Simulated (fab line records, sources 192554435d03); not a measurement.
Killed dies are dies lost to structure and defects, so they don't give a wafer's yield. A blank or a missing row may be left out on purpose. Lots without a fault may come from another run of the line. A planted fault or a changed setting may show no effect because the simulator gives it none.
fab line records | flow n5_finfet
record lots=7 wafers=21
route steps=1938 shown HKMG_FIN@396 MOL_CONTACT_COAG@563 BEOL_M0@720 BEOL_M1@761 BEOL_M2@879
start_h: hours from the record's first day to the start of the lot's first wafer shown | wait_h: hours since the lot's step before | " the same as in the row above | L1.1+2: a row that stands for several wafers | - no value, or no start given | * or withheld: withheld | < > ~ a bound
route shown NAME@n: a module of which the file shows steps, and the number in the route of the first | usual: mean/standard deviation of fault-free wafers | same: alike in all rows | chamber/n: place in a boat | sites: the reading at each site | _std_site: their standard deviation | _edge_site: outer sites' mean less inner sites' | radius_mm: how far each site lies from the wafer's centre | mask NAME#n: copy n | behind: the tool/chamber that last shaped the wafer | hold: why the lot was held/for how many hours/how that ended | device: the transistor (n, p or np) that didn't switch | end of line: the same wafers' tests at the end of the route | a step without rows: its recipe alone | killed: dies lost to structure and defects at the first sort, not the wafer's yield | map: a wafer's dies, x killed, . not, _ none there
set.NAME: the setting as run; set.NAME@STEP: as run at that earlier step | model.NAME: the simulator's own value behind a step, which no gauge read
lots whose settings were changed on purpose; a table a step, a row a wafer
## steps
# step N5_HKMG_FIN_PEB_47
# recipe peb_temp_c=withheld peb_time_s=60 resist=CAR-ArF
# columns lot.wafer tool chamber start_h wait_h set.peb_time_s
L074.1+2 litho_track-03 0 72.47 0.1 60
L074.3 " 0 " " 67.86
L077.3+5 litho_track-05 0 92.37 0.0 60
L077.4 " 0 " " 56.49
L078.1+3+5 litho_track-03 0 94.92 0.1 60
L080.1+2 litho_track-03 0 107.30 0.1 60
L080.3 " 0 " " 65.62
L084.4+6 litho_track-05 0 136.07 0.0 51.23
L084.5 " 0 " " 60
L088.1+2+5 litho_track-05 0 157.51 0.1 60
L096.2+3+6 litho_track-02 0 205.37 0.0 60
# step N5_HKMG_FIN_DEVELOP_48
# recipe develop_time_s=30 developer=TMAH resist=CAR-ArF rinse_liquid=diw dry=air_spin dev_temp_c=23
# step N5_HKMG_FIN_CD_MEAS_49
# recipe target_cd_nm=202 landing_energy_ev=500 detector=se_inlens polarity=opening
# usual cd_nm=202.0/0.58
# columns lot.wafer tool chamber start_h wait_h set.peb_time_s@HKMG_FIN_PEB_47 cd_nm
L074.1 cd_sem-03 0 72.54 - 60 202.3
L074.2 " 0 " " 60 201.8
L074.3 " 0 " " 67.86 206.1
L077.3 cd_sem-03 0 92.44 - 60 202.2
L077.4 " 0 " " 56.49 201.6
L077.5 " 0 " " 60 202.0
L078.1 cd_sem-03 0 94.99 - 60 202.8
L078.3 " 0 " " 60 202.0
L078.5 " 0 " " 60 202.3
L080.1 cd_sem-01 0 107.37 - 60 202.2
L080.2 " 0 " " 60 201.9
L080.3 " 0 " " 65.62 205.3
L084.4 cd_sem-01 0 136.13 - 51.23 196.6
L084.5 " 0 " " 60 202.3
L084.6 " 0 " " 51.23 197.3
L088.1 cd_sem-01 0 157.58 - 60 201.7
L088.2 " 0 " " 60 201.3
L088.5 " 0 " " 60 202.5
L096.2 cd_sem-02 0 205.44 - 60 202.1
L096.3 " 0 " " 60 201.4
L096.6 " 0 " " 60 201.3
# step N5_HKMG_FIN_DESCUM_53
# recipe chemistry=O2 time_s=7.9 source_power_w=50 bias_power_w=20 pressure_mtorr=20 rf_frequency_hz=2.712e+07 temp_c=40 resist=CAR-ArF o2_flow_sccm=225
# step N5_HKMG_FIN_ETCH_54
# recipe chemistry=CF4 target=SiARC target_depth_a=455 mask_material=CAR-ArF time_s=75.8 ion_energy_ev=80 pressure_mtorr=40 source_w=545 bias_w=36 Ar_flow_sccm=100 cf4_flow_sccm=100 ends=cleared
# columns lot.wafer tool chamber start_h wait_h set.peb_time_s@HKMG_FIN_PEB_47 model.HKMG_FIN.cd_offset_nm
L074.1 rie_diel-01 2 72.66 0.0 60 0.4
L074.2 " 3 " " 60 -0.2
L074.3 " 0 " " 67.86 4.2
L077.3+5 rie_diel-01 1 92.80 0.0 60 0.4
L077.4 " 3 " " 56.49 -0.8
L078.1 rie_diel-02 2 95.23 0.0 60 1
L078.3 " 1 " " 60 0
L078.5 " 2 " " 60 0.6
L080.1 rie_diel-02 0 107.49 0.0 60 0.2
L080.2 " 2 " " 60 -0.2
L080.3 " 1 " " 65.62 3.6
L084.4 rie_diel-01 3 136.73 0.0 51.23 -5.6
L084.5 " 2 " " 60 0
L084.6 " 3 " " 51.23 -5.2
L088.1 rie_diel-01 0 158.02 0.0 60 -0.4
L088.2 " 3 " " 60 -0.6
L088.5 " 1 " " 60 0.8
L096.2 rie_diel-04 2 205.64 0.0 60 0
L096.3 " 0 " " 60 -1
L096.6 " 0 " " 60 -0.4
# step N5_HKMG_FIN_ETCH_55
# recipe chemistry=N2/H2 target=SOC target_depth_a=2400 temp_c=40 time_s=300 ion_energy_ev=200 mask_material=SiARC pressure_mtorr=30 source_w=840 bias_w=150 n2_flow_sccm=200 h2_flow_sccm=200
# columns lot.wafer tool chamber start_h wait_h set.peb_time_s@HKMG_FIN_PEB_47 model.HKMG_FIN.cd_offset_nm
L074.1 rie_diel-01 2 72.72 0.0 60 0.2
L074.2 " 3 " " 60 -0.6
L074.3 " 0 " " 67.86 5
L077.3 rie_diel-01 1 92.86 0.0 60 0.6
L077.4 " 3 " " 56.49 -1
L077.5 " 1 " " 60 0.2
L078.1 rie_diel-02 2 95.29 0.0 60 1.8
L078.3 " 1 " " 60 -0.2
L078.5 " 2 " " 60 1.4
L080.1 rie_diel-02 0 107.55 0.0 60 -0.4
L080.2 " 2 " " 60 0.4
L080.3 " 1 " " 65.62 3.2
L084.4 rie_diel-01 3 136.78 0.0 51.23 -5.4
L084.5 " 2 " " 60 0.2
L084.6 " 3 " " 51.23 -4.8
L088.1 rie_diel-01 0 158.08 0.0 60 -0.4
L088.2 " 3 " " 60 -1
L088.5 " 1 " " 60 0.4
L096.2 rie_diel-04 2 205.70 0.0 60 -0.2
L096.3 " 0 " " 60 -1.4
L096.6 " 0 " " 60 -0.6
# step N5_HKMG_FIN_STRIP_56
# recipe chemistry=N2/H2 temp_c=40 n2_flow_sccm=200 h2_flow_sccm=200 rf_frequency_hz=6e+07
# step N5_HKMG_FIN_STRIP_57
# recipe chemistry=CF4 resist=SiARC power_w=300 bias_power_w=75 pressure_mtorr=50 cf4_flow_sccm=150 rf_frequency_hz=6e+07
# step N5_HKMG_FIN_WET_ETCH_82
# recipe chemistry=dHCl mix=1:10000 temp_c=25 target=La2O3 stop_on=HfO2 target_depth_nm=2 dry=ipa_marangoni rinse_time_s=30 rinse_temp_c=23
# step N5_HKMG_FIN_ALD_36
# recipe material=TiN target_thk_a=10 temp_c=400 ald_precursor_family=TiCl4 ald_co_reactant=NH3 pulse_time_s=1 purge_time_s=3 co_reactant_purge_time_s=2 co_reactant_pulse_time_s=2 ald_cycles=47 pressure_torr=3
# step N5_HKMG_FIN_THK_MEAS_70
# recipe thk_meas_gauge=xrf reads=HfO2_of_HKMG_FIN_HK_ALD_01
# usual HK_THK=1.603/0.022
# columns lot.wafer tool chamber start_h wait_h set.ald_cycles@HKMG_FIN_HK_ALD_01 HK_THK[nm]
L074.1 film_metro-01 - 75.06 0.2 30 1.578
L074.2 " - " " 30 1.588
L074.3 " - " " 30 1.583
L077.3 film_metro-01 - 95.18 0.2 32 1.697
L077.4 " - " " 32 1.682
L077.5 " - " " 32 1.711
L078.1 film_metro-01 - 97.67 0.2 30 1.606
L078.3 " - " " 28 1.499
L078.5 " - " " 28 1.495
L080.1 film_metro-02 - 109.91 0.2 30 1.610
L080.2 " - " " 30 1.612
L080.3 " - " " 34 1.841
L084.4 film_metro-01 - 139.15 0.2 26 1.403
L084.5 " - " " 26 1.405
L084.6 " - " " 30 1.611
L088.1 film_metro-01 - 160.70 0.2 30 1.602
L088.2 " - " " 32 1.704
L088.5 " - " " 32 1.700
L096.2 film_metro-02 - 208.04 0.2 30 1.610
L096.3 " - " " 30 1.605
L096.6 " - " " 30 1.614
# step N5_MOL_CONTACT_COAG_PECVD_31
# recipe material=SiO2 target_thk_a=460 temp_c=400 precursor=TEOS/O2 pressure_torr=6.5 rf_w=withheld teos_flow_sccm=withheld gas=O2 flow_sccm=2650 time_s=8.9
# columns lot.wafer tool chamber start_h wait_h set.time_s model.SiO2_of_MOL_CONTACT_COAG_PECVD_31.thk_nm
L074.1 pecvd-04 1 97.52 0.3 10.13 51
L074.2+3 " 2,0 " " 10.13 51.4
L077.3 pecvd-02 0 119.94 0.3 8.9 46.2
L077.4+5 " 2,1 " " 8.9 46.6
L078.1 pecvd-04 2 121.15 0.3 8.9 45
L078.3 " 1 " " 8.9 45.6
L078.5 " 0 " " 8.9 46.2
L080.1 pecvd-01 1 139.14 0.3 7.893 40.2
L080.2 " 0 " " 8.9 46.4
L080.3 " 2 " " 7.893 41.2
L084.4 pecvd-02 0 162.68 0.3 8.9 46.6
L084.5 " 1 " " 9.343 48.4
L084.6 " 2 " " 8.9 46
L088.1 pecvd-01 2 183.58 0.3 8.9 45.8
L088.2 " 1 " " 10.12 51.4
L088.5 " 0 " " 8.9 46.4
L096.2 pecvd-04 2 231.31 0.3 8.9 45.2
L096.3 " 1 " " 8.9 45
L096.6 " 2 " " 8.9 46
# step N5_MOL_CONTACT_COAG_COAT_75
# recipe resist=SOC temp_c=250 time_s=60 spin_rpm=1500 resist_thk_nm=60
# step N5_MOL_CONTACT_COAG_COAT_76
# recipe resist=SiARC temp_c=220 time_s=60 spin_rpm=1500 resist_thk_nm=10
# step N5_MOL_CONTACT_COAG_ETCHBACK_135
# recipe chemistry=CHF3 target=SiO2 target_depth_a=250 time_s=16.7 ion_energy_ev=200 pressure_mtorr=30 source_w=610 bias_w=170 Ar_flow_sccm=200 CHF3_flow_sccm=50
# step N5_MOL_CONTACT_COAG_STRIP_118
# recipe chemistry=CHF3 resist=SiARC rf_frequency_hz=6e+07
# step N5_MOL_CONTACT_COAG_VIA_ETCH_46
# recipe chemistry=C4F6/O2 target_depth_a=460 overetch_a=92 mask_material=SOC target=SiO2 bias_w=455 pressure_mtorr=10 time_s=40 source_w=325 Ar_flow_sccm=300 C4F6_flow_sccm=10 O2_flow_sccm=10 ion_energy_ev=575.3 ends=end_point
# columns lot.wafer tool chamber start_h wait_h set.time_s@MOL_CONTACT_COAG_PECVD_31 model.etch.depth_nm
L074.1 rie_diel-01 1 99.56 0.0 10.13 51.06
L074.2 " 3 " " 10.13 51.44
L074.3 " 0 " " 10.13 51.35
L077.3 rie_diel-01 0 122.17 0.0 8.9 46.19
L077.4 " 2 " " 8.9 46.61
L077.5 " 3 " " 8.9 46.52
L078.1 rie_diel-04 0 123.17 0.0 8.9 44.96
L078.3 " 2 " " 8.9 45.7
L078.5 " 1 " " 8.9 46.29
L080.1 rie_diel-04 1 140.24 0.0 7.893 40.23
L080.2 " 2 " " 8.9 46.37
L080.3 " 3 " " 7.893 41.18
L084.4 rie_diel-04 2 163.89 0.0 8.9 46.52
L084.5 " 1 " " 9.343 48.33
L084.6 " 0 " " 8.9 45.92
L088.1 rie_diel-02 0 184.64 0.0 8.9 45.85
L088.2 " 3 " " 10.12 51.34
L088.5 " 1 " " 8.9 46.47
L096.2 rie_diel-04 1 232.37 0.0 8.9 45.1
L096.3 " 2 " " 8.9 45.08
L096.6 " 1 " " 8.9 46.03
# step N5_MOL_CONTACT_COAG_VIA_ETCH_117
# recipe chemistry=C4F6/O2 target_depth_a=400 overetch_a=80 mask_material=SOC target=SiO2 bias_w=455 pressure_mtorr=10 time_s=26 source_w=325 Ar_flow_sccm=300 C4F6_flow_sccm=10 O2_flow_sccm=10 ion_energy_ev=575.3 ends=end_point
# usual rf_vpp_V=1584/34
# columns lot.wafer tool chamber start_h wait_h set.bias_w rf_vpp_V
L074.1 rie_diel-01 3 101.26 0.0 509 1764
L074.2 " 0 " " 455 1542
L074.3 " 1 " " 455 1573
L077.3 rie_diel-02 2 124.52 0.0 386.6 1349
L077.4 " 0 " " 386.6 1407
L077.5 " 3 " " 455 1624
L078.1 rie_diel-04 3 125.46 0.0 410.7 1494
L078.3 " 0 " " 455 1592
L078.5 " 0 " " 455 1593
L080.1 rie_diel-01 0 142.61 0.0 455 1540
L080.2 " 3 " " 455 1624
L080.3 " 1 " " 455 1572
L084.4 rie_diel-02 1 165.32 0.0 455 1567
L084.5 " 1 " " 455 1565
L084.6 " 2 " " 405.4 1398
L088.1 rie_diel-02 0 186.01 0.0 395.1 1429
L088.2 " 1 " " 395.1 1409
L088.5 " 1 " " 455 1567
L096.2 rie_diel-02 1 233.88 0.0 455 1567
L096.3 " 0 " " 455 1588
L096.6 " 3 " " 455 1624
# step N5_MOL_CONTACT_COAG_CVD_140
# recipe material=W target_thk_a=665 mode=selective_fill temp_c=300 time_s=215
# columns lot.wafer tool chamber start_h wait_h set.target_thk_a model.W_of_MOL_CONTACT_COAG_CVD_140.thk_nm
L074.1+3 cvd_w-01 1,0 101.76 0.1 665 67.6
L074.2 " 0 " " 665 67.2
L077.3 cvd_w-02 0 125.08 0.1 665 66
L077.4+5 " 1 " " 665 66.8
L078.1 cvd_w-01 0 125.94 0.1 665 66.4
L078.3+5 " 1,0 " " 665 67.2
L080.1 cvd_w-01 1 143.18 0.1 625.9 62.6
L080.2 " 0 " " 665 67
L080.3 " 1 " " 625.9 63.2
L084.4 cvd_w-02 1 165.93 0.1 665 67.2
L084.5 " 1 " " 665 67.6
L084.6 " 0 " " 665 66.8
L088.1 cvd_w-01 0 186.49 0.1 594.6 60.6
L088.2 " 1 " " 594.6 60.2
L088.5 " 0 " " 665 67
L096.2 cvd_w-01 0 234.36 0.1 665 66.6
L096.3 " 0 " " 665 66
L096.6 " 0 " " 665 67.2
# step N5_BEOL_M0_ETCH_128
# recipe chemistry=CF4/N2 target_depth_a=120 overetch_a=51 target=SiCN time_s=21.4 ion_energy_ev=150 pressure_mtorr=40 source_w=430 bias_w=70 Ar_flow_sccm=100 cf4_flow_sccm=60 n2_flow_sccm=60
# usual rf_vpp_V=381.8/1.7
# columns lot.wafer tool chamber start_h wait_h set.source_w rf_vpp_V
L074.1 rie_diel-02 0 116.41 0.1 430 381.9
L074.2 " 3 " " 430 385.0
L074.3 " 1 " " 430 380.8
L077.3 rie_diel-02 3 140.21 0.4 430 384.0
L077.4 " 1 " " 430 379.3
L077.5 " 3 " " 430 384.5
L078.1 rie_diel-02 0 143.62 0.1 430 382.7
L078.3 " 1 " " 374.6 398.4
L078.5 " 2 " " 430 381.4
L080.1 rie_diel-04 3 157.85 0.5 430 382.5
L080.2 " 0 " " 430 381.0
L080.3 " 2 " " 430 383.4
L084.4 rie_diel-02 1 179.13 0.5 430 381.3
L084.5 " 2 " " 430 381.2
L084.6 " 3 " " 430 386.4
L088.1 rie_diel-02 2 203.24 0.0 503.5 360.8
L088.2 " 0 " " 430 382.9
L088.5 " 2 " " 430 380.4
L096.2 rie_diel-04 1 250.10 0.0 430 380.3
L096.3 " 3 " " 430 382.7
L096.6 " 2 " " 430 385.7
# step N5_BEOL_M1_EXPOSE_08
# recipe mask_id=M1 na=0.33 source_shape=dipole sigma_inner=0.369 sigma_outer=0.767 polarization=unpolarized dose_mj=33
# columns lot.wafer tool chamber start_h wait_h mask set.dose_mj
L074.1+3 euv_scanner-01 0 120.25 - M1#0 34.87
L074.2 " 0 " " M1#0 33
L077.3+5 euv_scanner-01 0 145.43 - M1#0 31.33
L077.4 " 0 " " M1#0 33
L078.1+3+5 euv_scanner-01 0 148.86 - M1#0 31.02
L080.1+2+3 euv_scanner-01 0 164.42 - M1#0 33
L084.4+6 euv_scanner-02 0 185.53 - M1#0 31.08
L084.5 " 0 " " M1#0 33
L088.1+2 euv_scanner-01 0 207.06 - M1#0 33
L088.5 " 0 " " M1#0 32.36
L096.2+3+6 euv_scanner-02 0 254.60 - M1#0 33
# step N5_BEOL_M1_PEB_09
# recipe peb_temp_c=100 peb_time_s=60 resist=CAR-EUV
# step N5_BEOL_M1_DEVELOP_10
# recipe develop_time_s=30 developer=TMAH resist=CAR-EUV rinse_liquid=surfactant_rinse dry=air_spin dev_temp_c=23
# step N5_BEOL_M1_DESCUM_16
# recipe chemistry=O2 time_s=7 source_power_w=50 bias_power_w=20 pressure_mtorr=20 rf_frequency_hz=2.712e+07 temp_c=40 resist=CAR-EUV o2_flow_sccm=225
# step N5_BEOL_M1_ETCH_74
# recipe chemistry=N2/H2 target=underlayer target_depth_a=65 mask_material=CAR-EUV time_s=5.2 ion_energy_ev=200 pressure_mtorr=30 source_w=840 bias_w=150 n2_flow_sccm=200 h2_flow_sccm=200 ends=cleared
# columns lot.wafer tool chamber start_h wait_h set.dose_mj@BEOL_M1_EXPOSE_08 model.BEOL_M1.cd_offset_nm
L074.1 rie_diel-06 0 120.60 0.0 34.87 0.8
L074.2 " 2 " " 33 0
L074.3 " 1 " " 34.87 1
L077.3+5 rie_diel-05 3,0 145.70 0.0 31.33 -1
L077.4 " 1 " " 33 -0.2
L078.1 rie_diel-03 1 149.28 0.0 31.02 -1.4
L078.3+5 " 2 " " 31.02 -1.6
L080.1+2 rie_diel-06 0,1 164.91 0.0 33 -0.2
L080.3 " 3 " " 33 0
L084.4 rie_diel-05 3 186.07 0.0 31.08 -1.2
L084.5 " 1 " " 33 0
L084.6 " 2 " " 31.08 -1.4
L088.1 rie_diel-05 0 207.45 0.0 33 -0.2
L088.2 " 3 " " 33 0
L088.5 " 2 " " 32.36 -0.6
L096.2+6 rie_diel-03 3,0 254.88 0.0 33 -0.2
L096.3 " 1 " " 33 0
# step N5_BEOL_M1_ETCH_63
# recipe chemistry=CF4 target=SiARC target_depth_a=156 mask_material=CAR-EUV time_s=26 ion_energy_ev=80 pressure_mtorr=40 source_w=545 bias_w=36 Ar_flow_sccm=100 cf4_flow_sccm=100 ends=cleared
# columns lot.wafer tool chamber start_h wait_h set.dose_mj@BEOL_M1_EXPOSE_08 model.BEOL_M1.cd_offset_nm
L074.1+3 rie_diel-06 0,1 120.62 0.0 34.87 0.8
L074.2 " 2 " " 33 -0.2
L077.3 rie_diel-05 3 145.72 0.0 31.33 -1.2
L077.4 " 1 " " 33 -0.2
L077.5 " 0 " " 31.33 -1
L078.1 rie_diel-03 1 149.30 0.0 31.02 -1.4
L078.3+5 " 2 " " 31.02 -1.6
L080.1 rie_diel-06 0 164.93 0.0 33 0
L080.2+3 " 1,3 " " 33 -0.2
L084.4+6 rie_diel-05 3,2 186.09 0.0 31.08 -1.2
L084.5 " 1 " " 33 0
L088.1 rie_diel-05 0 207.47 0.0 33 -0.2
L088.2 " 3 " " 33 0
L088.5 " 2 " " 32.36 -0.6
L096.2+3 rie_diel-03 3,1 254.89 0.0 33 0
L096.6 " 0 " " 33 -0.2
# step N5_BEOL_M1_ETCH_64
# recipe chemistry=N2/H2 target=SOC target_depth_a=750 overetch_a=150 mask_material=SiARC temp_c=40 time_s=112.5 ion_energy_ev=200 pressure_mtorr=30 source_w=840 bias_w=150 n2_flow_sccm=200 h2_flow_sccm=200
# usual rf_vpp_V=524.3/2.6
# columns lot.wafer tool chamber start_h wait_h set.source_w set.dose_mj@BEOL_M1_EXPOSE_08 rf_vpp_V model.BEOL_M1.cd_offset_nm
L074.1 rie_diel-06 0 120.65 0.0 840 34.87 524.7 0.6
L074.2 " 2 " " 840 33 523.3 0
L074.3 " 1 " " 840 34.87 527.5 0.8
L077.3 rie_diel-05 3 145.75 0.0 754 31.33 545.3 -1.2
L077.4 " 1 " " 754 33 545.6 -0.4
L077.5 " 0 " " 754 31.33 545.1 -1.2
L078.1 rie_diel-03 1 149.33 0.0 971.6 31.02 501.4 -1.4
L078.3 " 2 " " 971.6 31.02 503.4 -1.4
L078.5 " 2 " " 840 31.02 528.2 -1.6
L080.1 rie_diel-06 0 164.96 0.0 840 33 524.2 -0.2
L080.2 " 1 " " 840 33 525.8 -0.2
L080.3 " 3 " " 840 33 523.5 -0.2
L084.4 rie_diel-05 3 186.12 0.0 840 31.08 524.4 -1.2
L084.5 " 1 " " 934.8 33 508.4 0
L084.6 " 2 " " 840 31.08 518.4 -1.4
L088.1 rie_diel-05 0 207.49 0.0 840 33 525.8 -0.6
L088.2 " 3 " " 840 33 526.1 0.2
L088.5 " 2 " " 840 32.36 518.6 -0.6
L096.2 rie_diel-03 3 254.92 0.0 840 33 518.9 -0.4
L096.3 " 1 " " 840 33 526.2 -0.4
L096.6 " 0 " " 840 33 524.4 -0.2
# step N5_BEOL_M2_DESCUM_33
# recipe chemistry=O2 time_s=7 source_power_w=50 bias_power_w=20 pressure_mtorr=20 rf_frequency_hz=2.712e+07 temp_c=40 resist=CAR-EUV o2_flow_sccm=225
# columns lot.wafer tool chamber start_h wait_h set.time_s model.CAR-EUV_of_BEOL_M2_COAT_22.thk_nm
L074.1+2 rie_diel-02 2,1 131.36 0.0 7 26
L074.3 " 3 " " 7 26.2
L077.3+5 rie_diel-02 2 159.14 0.0 7 26
L077.4 " 1 " " 7 26.2
L078.1+5 rie_diel-01 2 166.66 0.0 7.687 25.8
L078.3 " 3 " " 7 26.2
L080.1+3 rie_diel-01 3,0 182.29 0.0 7 26
L080.2 " 2 " " 7 26.2
L084.4+5 rie_diel-04 2,1 198.76 0.0 8.14 25.4
L084.6 " 0 " " 7 26.2
L088.1 rie_diel-04 0 223.20 0.2 7 26
L088.2 " 3 " " 7.716 25.8
L088.5 " 3 " " 7.716 25.6
L096.2 rie_diel-04 3 269.31 0.0 7 26
L096.3+6 " 0,3 " " 7 26.2
# step N5_BEOL_M2_ETCH_77
# recipe chemistry=N2/H2 target=underlayer target_depth_a=65 mask_material=CAR-EUV time_s=5.2 ion_energy_ev=200 pressure_mtorr=30 source_w=840 bias_w=150 n2_flow_sccm=200 h2_flow_sccm=200 ends=cleared
# columns lot.wafer tool chamber start_h wait_h set.time_s@BEOL_M2_DESCUM_33 model.CAR-EUV_of_BEOL_M2_COAT_22.thk_nm
L074.1+2 rie_diel-02 2,1 131.40 0.0 7 20.2
L074.3 " 3 " " 7 20.4
L077.3+5 rie_diel-02 2 159.18 0.0 7 20.2
L077.4 " 1 " " 7 20.4
L078.1+5 rie_diel-01 2 166.69 0.0 7.687 20
L078.3 " 3 " " 7 20.4
L080.1+2 rie_diel-01 3,2 182.33 0.0 7 20.4
L080.3 " 0 " " 7 20.2
L084.4+5 rie_diel-04 2,1 198.78 0.0 8.14 19.8
L084.6 " 0 " " 7 20.4
L088.1 rie_diel-04 0 223.23 0.0 7 20.2
L088.2+5 " 3 " " 7.716 20
L096.2+6 rie_diel-04 3 269.35 0.0 7 20.4
L096.3 " 0 " " 7 20.6
## key
split step=N5_HKMG_FIN_PEB_47 setting=peb_time_s stated=60 by=wafer
response step=N5_HKMG_FIN_CD_MEAS_49 reading=cd_nm change=+0.323 per=1% r=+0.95
response step=N5_HKMG_FIN_ETCH_54 reading=model.HKMG_FIN.cd_offset_nm change=+0.342 per=1% r=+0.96
response step=N5_HKMG_FIN_ETCH_55 reading=model.HKMG_FIN.cd_offset_nm change=+0.362 per=1% r=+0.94
split step=N5_MOL_CONTACT_COAG_PECVD_31 setting=time_s stated=8.9 by=wafer
response step=N5_MOL_CONTACT_COAG_PECVD_31 reading=model.SiO2_of_MOL_CONTACT_COAG_PECVD_31.thk_nm change=+0.433 per=1% r=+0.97
response step=N5_MOL_CONTACT_COAG_VIA_ETCH_46 reading=model.etch.depth_nm change=+0.427 per=1% r=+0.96
split step=N5_MOL_CONTACT_COAG_VIA_ETCH_117 setting=bias_w stated=455 by=wafer
response step=N5_MOL_CONTACT_COAG_VIA_ETCH_117 reading=rf_vpp_V change=+14.4 per=1% r=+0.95
split step=N5_MOL_CONTACT_COAG_CVD_140 setting=target_thk_a stated=665 by=wafer
response step=N5_MOL_CONTACT_COAG_CVD_140 reading=model.W_of_MOL_CONTACT_COAG_CVD_140.thk_nm change=+0.641 per=1% r=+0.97
split step=N5_BEOL_M0_ETCH_128 setting=source_w stated=430 by=wafer
response step=N5_BEOL_M0_ETCH_128 reading=rf_vpp_V change=-1.24 per=1% r=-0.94
split step=N5_BEOL_M1_EXPOSE_08 setting=dose_mj stated=33 by=wafer
response step=N5_BEOL_M1_ETCH_74 reading=model.BEOL_M1.cd_offset_nm change=+0.185 per=1% r=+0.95
response step=N5_BEOL_M1_ETCH_63 reading=model.BEOL_M1.cd_offset_nm change=+0.191 per=1% r=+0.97
response step=N5_BEOL_M1_ETCH_64 reading=model.BEOL_M1.cd_offset_nm change=+0.172 per=1% r=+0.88
split step=N5_BEOL_M1_ETCH_64 setting=source_w stated=840 by=wafer
response step=N5_BEOL_M1_ETCH_64 reading=rf_vpp_V change=-1.48 per=1% r=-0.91
split step=N5_BEOL_M2_DESCUM_33 setting=time_s stated=7 by=wafer
response step=N5_BEOL_M2_DESCUM_33 reading=model.CAR-EUV_of_BEOL_M2_COAT_22.thk_nm change=-0.043 per=1% r=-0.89
response step=N5_BEOL_M2_ETCH_77 reading=model.CAR-EUV_of_BEOL_M2_COAT_22.thk_nm change=-0.0338 per=1% r=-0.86
split outside_this_file step=N5_HKMG_FIN_HK_ALD_01 setting=ald_cycles
# split outside_this_file: this setting was split too, and the file shows its column; the key of that split is in another file
